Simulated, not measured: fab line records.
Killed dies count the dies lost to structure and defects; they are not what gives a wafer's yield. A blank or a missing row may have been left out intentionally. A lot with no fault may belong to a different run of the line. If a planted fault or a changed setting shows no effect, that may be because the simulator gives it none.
fab line records ; flow n5_finfet
[record] lots = 11; wafers = 32; last_day = 17
route steps=1938 shown BEOL_M15@1813 PASS1_DEP@1831 MIM_TOP@1835 MIM_TOP_LITHO@1849 PASSIVATION@1936
lots untouched by any fault: they come from a run of this same line in which no faults occurred
start_h: hours from the record's opening day to when the first of the lot's shown wafers began ; wait_h: how many hours have passed since the lot's step before this one ; " unchanged from the row above ; L1.1+2: several wafers, shown together as one row ; - value missing, or start not given ; * or withheld: withheld ; < > ~ a bound
route shown NAME@n: names a module that has steps shown in the file, with the first one's number in the route ; usual: the fault-free wafers' mean and standard deviation ; same: alike in all rows ; chamber/n: place in a boat ; sites: readings site by site ; _std_site: how widely they spread, as a standard deviation ; _edge_site: inner sites' mean taken away from outer sites' mean ; radius_mm: for every site, how far away it sits from the centre of the wafer ; mask NAME#n: copy n ; behind: the tool/chamber that last shaped the wafer ; hold: why the lot went on hold/how many hours it stayed there/how the hold came to an end ; device: names the non-switching transistor (n, p or np) ; end of line: the route-end tests of the same wafers ; where a step has no rows: the recipe by itself ; killed: at the first sort, the dies lost to defects and structure; wafer yield is something else ; map: a wafer's dies, x killed, . not, _ none there
set.NAME: the setting the step ran with; set.NAME@STEP: the setting that earlier step ran with ; model.NAME: the simulator's own value behind a step, which no gauge read
one table for each step of the route and one row for each wafer, over a sample of lots
services: when a tool's chamber went out of use (start_h, in hours from the record's first day, below 0 if earlier), for how many hours, and the reason
[[steps]]
[step N5_BEOL_M15_STRIP_37]
[recipe] chemistry = O2; power_w = 600; temp_c = 60; pressure_mtorr = 30; rf_frequency_hz = 6e+07; bias_power_w = 0; overash_fraction = 0.3; o2_flow_sccm = 225
[usual] drypump_motor_current_A = 5.9/0.37; oes_product_au = 0.78/0.095; rf_vpp_V = 3.7/0.66; showerhead_plenum_p_Torr = 2.12/0.059; throttle_valve_pct = 16.77/0.27
[same] bias_power_w = 0
lot.wafer;tool;chamber;start_h;wait_h;drypump_motor_current_A;oes_product_au;rf_hours_counter_h;rf_vpp_V;showerhead_plenum_p_Torr;throttle_valve_pct
L204.1;rie_diel-03;1;-;-;5.7;0.72;191;3.7;2.09;17.05
L204.3;rie_diel-03;0;-;-;6.1;0.73;180;3.1;2.18;16.62
L204.5;rie_diel-03;0;-;-;6.1;0.74;-;4.3;2.18;16.63
L202.2;rie_diel-02;1;-;-;5.7;0.69;218;4.1;2.01;17.14
L202.3;rie_diel-02;0;-;-;6.0;0.92;13;3.3;2.17;16.51
L202.5;rie_diel-02;1;-;-;5.7;0.70;-;4.3;2.01;17.12
L203.1;rie_diel-02;0;-;-;6.0;0.93;13;2.3;2.17;16.51
L203.3;rie_diel-02;2;-;-;6.0;0.73;205;3.0;2.17;16.87
L203.5;rie_diel-02;2;-;-;6.0;0.73;-;3.8;2.17;16.87
L205.1;rie_diel-03;1;-;-;5.7;0.71;201;4.4;2.09;17.06
L205.3;rie_diel-03;0;-;-;6.1;0.73;191;3.8;2.18;16.65
L205.6;rie_diel-03;1;-;-;5.7;0.71;-;3.4;2.09;17.08
L206.1;rie_diel-01;1;-;-;5.6;0.89;29;3.1;2.08;16.40
L206.6;rie_diel-01;2;-;-;5.4;0.80;-;2.8;2.11;16.88
L214.1;rie_diel-03;1;-;-;5.7;0.71;213;4.4;2.08;17.09
L214.3;rie_diel-03;3;-;-;6.6;0.83;79;3.2;2.22;16.57
L214.4;rie_diel-03;0;-;-;6.1;0.71;206;3.6;2.17;16.68
L215.1;rie_diel-01;0;-;-;5.1;0.69;230;3.5;2.19;16.89
L215.3;rie_diel-01;1;-;-;5.7;0.86;43;3.8;2.07;16.42
L215.6;rie_diel-01;1;-;-;5.7;0.87;-;4.2;2.07;16.42
L221.2;rie_diel-01;0;-;-;5.1;0.67;242;3.9;2.18;16.89
L221.4;rie_diel-01;2;-;-;5.4;0.78;-;3.3;2.10;16.95
L221.5;rie_diel-01;1;-;-;5.6;0.84;-;5.3;2.07;16.43
L223.1;rie_diel-03;1;-;-;5.7;0.69;230;4.3;2.08;17.14
L223.3;rie_diel-03;3;-;-;6.5;0.82;94;4.1;2.21;16.61
L223.4;rie_diel-03;0;-;-;6.1;0.72;222;3.4;2.17;16.72
L222.1;rie_diel-02;3;-;-;5.8;0.96;8;3.9;2.07;16.75
L222.4;rie_diel-02;3;-;-;5.8;0.95;-;4.2;2.07;16.77
L222.6;rie_diel-02;2;-;-;6.0;0.69;-;4.1;2.16;16.92
L224.1;rie_diel-02;2;-;-;6.0;0.70;247;4.5;2.16;16.92
L224.3;rie_diel-02;0;-;-;5.9;0.85;55;4.1;2.15;16.58
L224.4;rie_diel-02;3;-;-;5.8;0.95;-;3.9;2.07;16.77
[step N5_BEOL_M15_SPUTTER_43]
[recipe] material = TaN; target_thk_a = 150; temp_c = 50; bias_v = 168.6; power_w = 15000; chamber_pressure_pa = 0.12; time_s = 24.19
[usual] throttle_valve_pct = 30.8/1.3
lot.wafer;tool;chamber;start_h;wait_h;throttle_valve_pct
L204.1;pvd_sputter-03;-;253.32;0.0;27.6
L204.3;pvd_sputter-03;-;253.32;0.0;31.3
L204.5;pvd_sputter-03;-;253.32;0.0;30.6
L202.2;pvd_sputter-02;-;265.54;0.0;32.6
L202.3;pvd_sputter-02;-;265.54;0.0;30.9
L202.5;pvd_sputter-02;-;265.54;0.0;30.9
L203.1;pvd_sputter-03;-;266.82;0.0;31.1
L203.3;pvd_sputter-03;-;266.82;0.0;31.3
L203.5;pvd_sputter-03;-;266.82;0.0;28.0
L205.1;pvd_sputter-02;-;287.61;0.0;31.1
L205.3;pvd_sputter-02;-;287.61;0.0;31.7
L205.6;pvd_sputter-02;-;287.61;0.0;32.4
L206.1;pvd_sputter-03;-;287.99;0.0;28.0
L206.6;pvd_sputter-03;-;287.99;0.0;31.1
L214.1;pvd_sputter-01;-;329.48;0.0;30.7
L214.3;pvd_sputter-01;-;329.48;0.0;28.0
L214.4;pvd_sputter-01;-;329.48;0.0;30.8
L215.1;pvd_sputter-03;-;333.02;0.0;31.3
L215.3;pvd_sputter-03;-;333.02;0.0;31.0
L215.6;pvd_sputter-03;-;333.02;0.0;27.6
L221.2;pvd_sputter-02;-;374.13;0.0;31.0
L221.4;pvd_sputter-02;-;374.13;0.0;31.8
L221.5;pvd_sputter-02;-;374.13;0.0;31.1
L223.1;pvd_sputter-02;-;379.75;0.0;31.1
L223.3;pvd_sputter-02;-;379.75;0.0;30.9
L223.4;pvd_sputter-02;-;379.75;0.0;31.8
L222.1;pvd_sputter-03;-;380.83;0.0;27.9
L222.4;pvd_sputter-03;-;380.83;0.0;30.7
L222.6;pvd_sputter-03;-;380.83;0.0;28.2
L224.1;pvd_sputter-03;-;386.15;0.0;30.7
L224.3;pvd_sputter-03;-;386.15;0.0;30.8
L224.4;pvd_sputter-03;-;386.15;0.0;31.1
[step N5_PASSIVATION_PECVD_00]
[recipe] material = SiO2; target_thk_a = 2000; temp_c = 400; precursor = SiH4/N2O; pressure_torr = 2.7; rf_w = 608; time_s = 11.2
[usual] heater_power_w = 597/93; showerhead_plenum_p_Torr = 8.16/0.092; throttle_valve_pct = 51.8/2.4
lot.wafer;tool;chamber;start_h;wait_h;heater_power_w;showerhead_plenum_p_Torr;throttle_valve_pct
L204.1;pecvd-02;1;255.58;0.8;731;8.37;54.1
L204.3;pecvd-02;0;255.58;0.8;623;8.07;53.5
L204.5;pecvd-02;1;255.58;0.8;730;8.39;53.9
L202.2;pecvd-02;0;269.33;0.7;520;8.11;53.7
L202.3;pecvd-02;2;269.33;0.7;652;7.99;50.8
L202.5;pecvd-02;1;269.33;0.7;690;8.36;53.9
L203.1;pecvd-03;1;270.90;0.8;402;8.16;51.9
L203.3;pecvd-03;0;270.90;0.8;605;8.16;50.2
L203.5;pecvd-03;2;270.90;0.8;768;8.14;49.0
L205.1;pecvd-02;0;289.87;0.8;587;8.12;53.6
L205.3;pecvd-02;1;289.87;0.8;575;8.37;53.9
L205.6;pecvd-02;1;289.87;0.8;585;8.38;53.9
L206.1;pecvd-03;1;290.43;0.8;467;8.18;52.2
L206.6;pecvd-03;1;290.43;0.8;472;8.15;52.7
L214.1;pecvd-03;0;332.03;0.8;524;8.15;50.6
L214.3;pecvd-03;1;332.03;0.8;423;8.15;52.5
L214.4;pecvd-03;0;332.03;0.8;523;8.16;50.7
L215.1;pecvd-03;1;335.28;0.8;492;8.15;52.3
L215.3;pecvd-03;0;335.28;0.8;561;8.18;50.9
L215.6;pecvd-03;0;335.28;0.8;579;8.17;51.0
L221.2;pecvd-02;1;376.39;0.7;626;8.35;54.0
L221.4;pecvd-02;1;376.39;0.7;624;8.40;54.1
L221.5;pecvd-02;2;376.39;0.7;634;8.01;51.8
L223.1;pecvd-04;0;382.01;0.8;599;8.26;55.5
L223.3;pecvd-04;2;382.01;0.8;695;8.21;46.2
L223.4;pecvd-04;2;382.01;0.8;683;8.19;46.2
L222.1;pecvd-03;0;383.10;0.8;601;8.17;51.4
L222.4;pecvd-03;1;383.10;0.8;473;8.15;52.3
L222.6;pecvd-03;2;383.10;0.8;750;8.15;49.4
L224.1;pecvd-04;2;388.47;0.8;642;8.16;46.4
L224.3;pecvd-04;0;388.47;0.8;585;8.26;55.6
L224.4;pecvd-04;2;388.47;0.8;655;8.19;46.5
[step N5_MIM_TOP_ALD_01]
[recipe] material = HfO2; target_thk_a = 56; temp_c = withheld; ald_precursor_family = Hf-amide; ald_co_reactant = O3; pulse_time_s = 1; purge_time_s = 3; co_reactant_purge_time_s = 2; co_reactant_pulse_time_s = 3; ald_cycles = 62
[usual] precursor_pulse_height_rel = 0.998/0.02
lot.wafer;tool;chamber;start_h;wait_h;precursor_pulse_height_rel
L204.1;ald_hk-03;2;256;-;0.962
L204.3;ald_hk-03;0;256;-;1.052
L204.5;ald_hk-03;2;256;-;1.052
L202.2;ald_hk-03;0;269;-;0.985
L202.3;ald_hk-03;1;269;-;0.973
L202.5;ald_hk-03;2;269;-;1.020
L203.1;ald_hk-01;0;273;-;0.987
L203.3;ald_hk-01;3;273;-;0.960
L203.5;ald_hk-01;2;273;-;0.975
L205.1;ald_hk-01;2;290;-;0.978
L205.3;ald_hk-01;3;290;-;1.032
L205.6;ald_hk-01;3;290;-;0.999
L206.1;ald_hk-02;0;293;-;0.975
L206.6;ald_hk-02;1;293;-;1.008
L214.1;ald_hk-03;2;332;-;0.982
L214.3;ald_hk-03;0;332;-;0.984
L214.4;ald_hk-03;1;332;-;1.016
L215.1;ald_hk-03;3;336;-;0.998
L215.3;ald_hk-03;2;336;-;0.969
L215.6;ald_hk-03;1;337;-;0.998
L221.2;ald_hk-02;1;377;-;0.993
L221.4;ald_hk-02;0;377;-;0.992
L221.5;ald_hk-02;2;377;-;0.992
L223.1;ald_hk-01;3;384;-;1.017
L223.3;ald_hk-01;2;384;-;0.986
L223.4;ald_hk-01;0;384;-;1.023
L222.1;ald_hk-02;3;384;-;0.993
L222.4;ald_hk-02;2;384;-;0.991
L222.6;ald_hk-02;3;384;-;1.007
L224.1;ald_hk-02;0;389;-;0.996
L224.3;ald_hk-02;1;389;-;0.992
L224.4;ald_hk-02;2;389;-;0.979
[step N5_MIM_TOP_LITHO_INSPECT_12]
[recipe] mode = adi; inspect_instrument = macro
[usual] raw_defect_count = 2.1/1.4
lot.wafer;tool;chamber;start_h;wait_h;raw_defect_count
L204.1;defect_inspect-01;-;257.88;0.0;3
L204.3;defect_inspect-01;-;257.88;0.0;0
L204.5;defect_inspect-01;-;257.88;0.0;4
L202.2;defect_inspect-02;-;272.91;0.2;0
L202.3;defect_inspect-02;-;272.91;0.2;2
L202.5;defect_inspect-02;-;272.91;0.2;1
L203.1;defect_inspect-02;-;274.67;0.0;1
L203.3;defect_inspect-02;-;274.67;0.0;2
L203.5;defect_inspect-02;-;274.67;0.0;2
L205.1;defect_inspect-02;-;293.87;0.0;1
L205.3;defect_inspect-02;-;293.87;0.0;4
L205.6;defect_inspect-02;-;293.87;0.0;1
L206.1;defect_inspect-02;-;295.28;0.0;2
L206.6;defect_inspect-02;-;295.28;0.0;3
L214.1;defect_inspect-02;-;333.75;0.0;4
L214.3;defect_inspect-02;-;333.75;0.0;1
L214.4;defect_inspect-02;-;333.75;0.0;>300
L215.1;defect_inspect-01;-;338.11;0.0;3
L215.3;defect_inspect-01;-;338.11;0.0;2
L215.6;defect_inspect-01;-;338.11;0.0;>300
L221.2;defect_inspect-02;-;380.70;0.0;3
L221.4;defect_inspect-02;-;380.70;0.0;6
L221.5;defect_inspect-02;-;380.70;0.0;3
L223.1;defect_inspect-02;-;385.69;0.0;1
L223.3;defect_inspect-02;-;385.69;0.0;1
L223.4;defect_inspect-02;-;385.69;0.0;1
L222.1;defect_inspect-01;-;386.10;0.0;1
L222.4;defect_inspect-01;-;386.10;0.0;2
L222.6;defect_inspect-01;-;386.10;0.0;5
L224.1;defect_inspect-01;-;390.76;0.0;3
L224.3;defect_inspect-01;-;390.76;0.0;2
L224.4;defect_inspect-01;-;390.76;0.0;0
[step N5_PASSIVATION_PROBE_49]
[usual] defect_limited_yield = 91.4/1.5; killed_at_M0_to_M3 = 36/11; killed_at_M4_up = 14/6; killed_at_contacts = 11/6; killed_at_front_end = 37/11; killed_at_other = 4/3.4; killed_dies = 102/18; killed_open = 66/13; killed_short = 34/7.8; sort_bin_5_function = 5.0/0.97; sort_bin_6_memory = 3.2/0.7; sort_bin_8_speed = 0.0/0.38; sort_n_pass = 1078/19; sort_yield_pct = 91.3/1.6
[same] gross_dies = 1180; killed_at_back_side = 0; sort_bin_4_leakage[%] = 0
lot.wafer;tool;chamber;start_h;wait_h;defect_limited_yield[%];killed_at_M0_to_M3;killed_at_M4_up;killed_at_contacts;killed_at_front_end;killed_at_other;killed_dies;killed_open;killed_short;sort_bin_5_function[%];sort_bin_6_memory[%];sort_bin_8_speed[%];sort_n_pass;sort_yield_pct[%]
L202.2;prober-02;-;281.74;0.1;90.3;43;23;18;29;2;115;83;30;5.8;3.6;0;1065;90.3
L202.3;prober-02;-;281.79;0.1;90.7;38;16;5;45;6;110;71;35;5.7;3.5;0;1070;90.7
L202.5;prober-02;-;281.89;0.2;92.3;28;13;5;41;4;91;61;27;4.3;3.1;0;1089;92.3
L205.1;prober-02;-;306.40;0.0;90.8;39;10;5;46;8;108;66;33;5.1;3.1;0;1072;90.8
L205.3;prober-02;-;306.50;0.1;90.4;26;3;13;51;20;113;75;34;5.6;3.6;0;1067;90.4
L205.6;prober-02;-;306.65;0.3;91.6;26;13;29;25;6;99;76;22;4.6;3.6;0;1081;91.6
L206.1;prober-01;-;307.61;0.0;91.6;44;7;8;39;1;99;71;28;5.0;3.0;0;1081;91.6
L206.6;prober-01;-;307.86;0.3;90.3;32;7;12;55;8;114;72;39;5.0;4.3;0;1066;90.3
L214.1;prober-02;-;344.63;0.8;92.6;34;17;4;25;7;87;47;39;4.5;2.5;0;1093;92.6
L214.3;prober-02;-;344.73;0.9;92.5;36;14;6;31;2;89;48;41;3.6;3.7;0;1091;92.5
L214.4;prober-02;-;344.78;0.9;78.9;34;15;7;55;138;249;71;42;13.0;4.3;0;931;78.9
L215.1;prober-02;-;349.82;0.9;93.5;27;13;5;31;1;77;45;30;3.4;2.7;0;1103;93.5
L215.3;prober-02;-;349.92;1.0;90.8;31;13;21;41;2;108;65;43;5.3;3.5;0;1072;90.8
L215.6;prober-02;-;350.07;1.1;79.4;29;26;7;39;142;243;72;30;12.4;4.8;0;937;79.4
L221.2;prober-02;-;390.76;0.1;93.1;15;9;4;43;10;81;37;28;3.7;2.2;0;1099;93.1
L221.4;prober-02;-;390.86;0.2;95.1;16;10;3;26;3;58;34;24;3.1;1.7;0;1122;95.1
L221.5;prober-02;-;390.91;0.2;93.2;28;10;10;27;5;80;45;33;3.9;2.7;0;1100;93.2
L222.1;prober-02;-;397.03;0.0;91.8;14;18;6;44;15;97;65;32;5.2;3.1;0;1083;91.8
L222.4;prober-02;-;397.18;0.2;90.9;47;8;12;34;6;107;74;28;4.8;3.9;0;1073;90.9
L222.6;prober-02;-;397.28;0.3;92.8;30;10;9;29;7;85;65;19;4.2;2.7;0;1095;92.8
// killed by level:class
L202.2 MOL_CONTACT_COAG:geometric_particle:open=13 BEOL_M1:geometric_particle:open=13 BEOL_M4:geometric_particle:open=11 STI_FIN_REVEAL:geometric_particle:open=10 BEOL_M0_SAQP:geometric_particle:short=9 BEOL_M3:geometric_particle:open=7 BEOL_M0_SAQP:geometric_particle:open=6 FIN_SAQP:geometric_particle:open=5
L202.3 STI_FIN_REVEAL:geometric_particle:open=13 FIN_SAQP:geometric_particle:open=9 BEOL_M3:geometric_particle:open=7 BEOL_M0_SAQP:geometric_particle:open=6 FIN_SAQP:geometric_particle:short=5 BEOL_M0_SAQP:geometric_particle:short=5 BEOL_M1:geometric_particle:open=5 BEOL_M8:geometric_particle:open=5
L202.5 FIN_SAQP:geometric_particle:open=10 BEOL_M0_SAQP:geometric_particle:open=9 FIN_SAQP:geometric_particle:short=6 STI_FIN_REVEAL:geometric_particle:open=5 GATE_CUT:geometric_particle:short=5 BEOL_M3:geometric_particle:open=5 BEOL_M4:geometric_particle:open=5 STARTING-WAFER:geometric_particle:short=4
L205.1 BEOL_M3:geometric_particle:open=14 STI_FIN_REVEAL:geometric_particle:open=13 HKMG_FIN:area_etch=8 FIN_SAQP:geometric_particle:short=6 BEOL_M0_SAQP:geometric_particle:open=6 BEOL_M0_SAQP:geometric_particle:short=6 STI_FIN_REVEAL:geometric_particle:short=5 BEOL_M4:geometric_particle:open=5
L205.3 MOL_CONTACT_COAG:geometric_particle:open=12 DUMMY_GATE:geometric_particle:open=11 STI_FIN_REVEAL:geometric_particle:open=8 BEOL_M0:geometric_particle:short=6 BEOL_M3:geometric_particle:open=6 PAD_METAL:geometric_particle:short=6 FIN_SAQP:geometric_particle:short=5 PAD_METAL:geometric_particle:open=5
L205.6 MOL_CONTACT_COAG:geometric_particle:open=24 STI_FIN_REVEAL:geometric_particle:open=9 BEOL_M3:geometric_particle:open=7 BEOL_M4:geometric_particle:open=6 DUMMY_GATE:geometric_particle:open=5 BEOL_M0_SAQP:geometric_particle:open=4 GATE_CUT:geometric_particle:short=4 MOL_CONTACT_COAG:geometric_particle:short=4
L206.1 BEOL_M2:geometric_particle:open=12 FIN_SAQP:geometric_particle:open=11 MOL_CONTACT_COAG:geometric_particle:open=8 BEOL_M0_SAQP:geometric_particle:open=8 BEOL_M0_SAQP:geometric_particle:short=6 FIN_SAQP:geometric_particle:short=5 DUMMY_GATE:geometric_particle:open=4 BEOL_M0:geometric_particle:open=4
L206.6 FIN_SAQP:geometric_particle:open=17 FIN_SAQP:geometric_particle:short=11 BEOL_M0_SAQP:geometric_particle:open=9 DUMMY_GATE:geometric_particle:open=7 MOL_CONTACT_COAG:geometric_particle:open=7 BEOL_M0_SAQP:geometric_particle:short=6 STI_FIN_REVEAL:geometric_particle:open=5 BEOL_M2:geometric_particle:open=5
L214.1 BEOL_M4:geometric_particle:open=10 BEOL_M3:geometric_particle:short=8 FIN_SAQP:geometric_particle:open=7 FIN_SAQP:geometric_particle:short=5 BEOL_M0_SAQP:geometric_particle:open=5 BEOL_M0_SAQP:geometric_particle:short=5 BEOL_M3:geometric_particle:open=5 BEOL_M1:geometric_particle:open=4
L214.3 BEOL_M0_SAQP:geometric_particle:short=11 BEOL_M0_SAQP:geometric_particle:open=8 FIN_SAQP:geometric_particle:open=7 FIN_SAQP:geometric_particle:short=6 STI_FIN_REVEAL:geometric_particle:open=5 MOL_CONTACT_COAG:geometric_particle:open=5 BEOL_M1:geometric_particle:open=5 GATE_CUT:geometric_particle:short=4
L214.4 MIM_TOP:unspecified=135 FIN_SAQP:geometric_particle:open=23 BEOL_M0_SAQP:geometric_particle:open=12 BEOL_M0_SAQP:geometric_particle:short=11 FIN_SAQP:geometric_particle:short=10 BEOL_M4:geometric_particle:open=9 GATE_CUT:geometric_particle:short=6 MOL_CONTACT_COAG:geometric_particle:open=6
L215.1 FIN_SAQP:geometric_particle:short=6 STI_FIN_REVEAL:geometric_particle:open=6 BEOL_M0_SAQP:geometric_particle:open=6 GATE_CUT:geometric_particle:short=6 BEOL_M1:geometric_particle:open=6 BEOL_M3:geometric_particle:open=5 FIN_SAQP:geometric_particle:open=4 BEOL_M0_SAQP:geometric_particle:short=3
L215.3 MOL_CONTACT_COAG:geometric_particle:open=14 FIN_SAQP:geometric_particle:short=13 BEOL_M0_SAQP:geometric_particle:open=10 STI_FIN_REVEAL:geometric_particle:open=8 MOL_CONTACT_COAG:geometric_particle:short=7 BEOL_M4:geometric_particle:open=7 FIN_SAQP:geometric_particle:open=5 BEOL_M0_SAQP:geometric_particle:short=5
L215.6 MIM_TOP:unspecified=141 BEOL_M4:geometric_particle:open=18 FIN_SAQP:geometric_particle:open=9 STI_FIN_REVEAL:geometric_particle:open=9 BEOL_M1:geometric_particle:open=7 FIN_SAQP:geometric_particle:short=5 MOL_CONTACT_COAG:geometric_particle:open=5 BEOL_M0_SAQP:geometric_particle:short=4
L221.2 FIN_SAQP:geometric_particle:open=9 HKMG_FIN:area_etch=7 ILD0:geometric_particle:short=5 BEOL_M4:geometric_particle:open=5 FIN_SAQP:geometric_particle:short=4 PASSIVATION:area_etch=4 DUMMY_GATE:geometric_particle:open=3 ILD0:geometric_particle:open=3
L221.4 DUMMY_GATE:geometric_particle:open=8 FIN_SAQP:geometric_particle:short=6 BEOL_M1:geometric_particle:short=5 BEOL_M2:geometric_particle:open=5 BEOL_M4:geometric_particle:open=4 FIN_SAQP:geometric_particle:open=3 BEOL_M5:geometric_particle:open=3 GATE_CUT:geometric_particle:short=2
L221.5 DUMMY_GATE:geometric_particle:open=7 MOL_CONTACT_COAG:geometric_particle:open=7 BEOL_M0_SAQP:geometric_particle:short=6 BEOL_M0_SAQP:geometric_particle:open=6 FIN_SAQP:geometric_particle:short=5 BEOL_M1:geometric_particle:open=5 BEOL_M3:geometric_particle:open=4 STARTING-WAFER:geometric_particle:short=4
L222.1 STI_FIN_REVEAL:geometric_particle:open=11 BEOL_M4:geometric_particle:open=7 FIN_SAQP:geometric_particle:open=6 DUMMY_GATE:geometric_particle:open=6 MOL_CONTACT_COAG:geometric_particle:open=6 PASS1_CAP:geometric_particle:open=6 STI_FIN_REVEAL:geometric_particle:short=5 BEOL_M0:geometric_particle:open=4
L222.4 BEOL_M0_SAQP:geometric_particle:short=12 MOL_CONTACT_COAG:geometric_particle:open=11 BEOL_M0_SAQP:geometric_particle:open=10 BEOL_M2:geometric_particle:open=9 FIN_SAQP:geometric_particle:open=8 BEOL_M3:geometric_particle:open=7 DUMMY_GATE:geometric_particle:open=6 FIN_SAQP:geometric_particle:short=3
L222.6 STI_FIN_REVEAL:geometric_particle:open=10 BEOL_M1:geometric_particle:open=8 MOL_CONTACT_COAG:geometric_particle:open=7 BEOL_M2:geometric_particle:open=7 BEOL_M3:geometric_particle:open=6 DUMMY_GATE:geometric_particle:open=5 BEOL_M0_SAQP:geometric_particle:open=5 BEOL_M4:geometric_particle:open=5
[[services]]
tool;chamber;start_h;hours;kind
ald_hk-01;-;256.33;0.6;repair
pecvd-04;2;272.32;2.5;repair
pecvd-03;1;275.80;7.2;repair
rie_diel-03;-;283.25;0.1;repair
ald_hk-01;-;297.65;2.8;pm
rie_diel-03;1;299.40;1.6;repair
pecvd-03;0;304.17;5.5;scheduled_down
pecvd-03;-;308.30;0.8;pm
rie_diel-02;1;311.81;7.9;repair
rie_diel-02;3;314.33;6.4;repair
pecvd-03;0;315.83;2.1;scheduled_down
pecvd-02;-;317.36;0.8;repair
rie_diel-02;3;320.94;-;clean
pvd_sputter-02;-;321.23;1.2;repair
pvd_sputter-01;-;330.79;2.4;repair
rie_diel-01;2;344.05;3.6;repair
rie_diel-02;3;358.48;9.0;repair
ald_hk-01;-;361.11;4.3;pm
pecvd-04;0;363.60;6.3;repair
pecvd-03;-;364.88;2.7;repair
pvd_sputter-01;-;366.78;2.9;repair
rie_diel-01;3;371.86;5.6;repair
pvd_sputter-03;-;373.64;2.2;repair
rie_diel-01;-;377.20;0.4;repair
[[key]]
[first_sign] step = N5_MIM_TOP_LITHO_INSPECT_12; reading = raw_defect_count; direction = up; sigmas = 99+; usual = 2.1; struck = >300
[effect] step = N5_PASSIVATION_PROBE_49; reading = killed_at_other; direction = up; sigmas = 40; usual = 4; struck = 140
[more_kills_born_at] N5_MIM_TOP_ALD_01@ald_hk-03 = 276
met_at N5_MIM_TOP_ALD_01
struck_lots L214,L215
struck_wafers L214.4,L215.6
not_acting_at N5_BEOL_M15_STRIP_37,N5_BEOL_M15_SPUTTER_43,N5_PASSIVATION_PECVD_00
onset_between 269 332
[fault] kind = chamber_particle_source; tool = ald_hk-03; chamber = 1; onset_h = 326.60; steps = N5_MIM_TOP_ALD_01; rate_per_visit_cm2 = 1.2871; end_h = 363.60
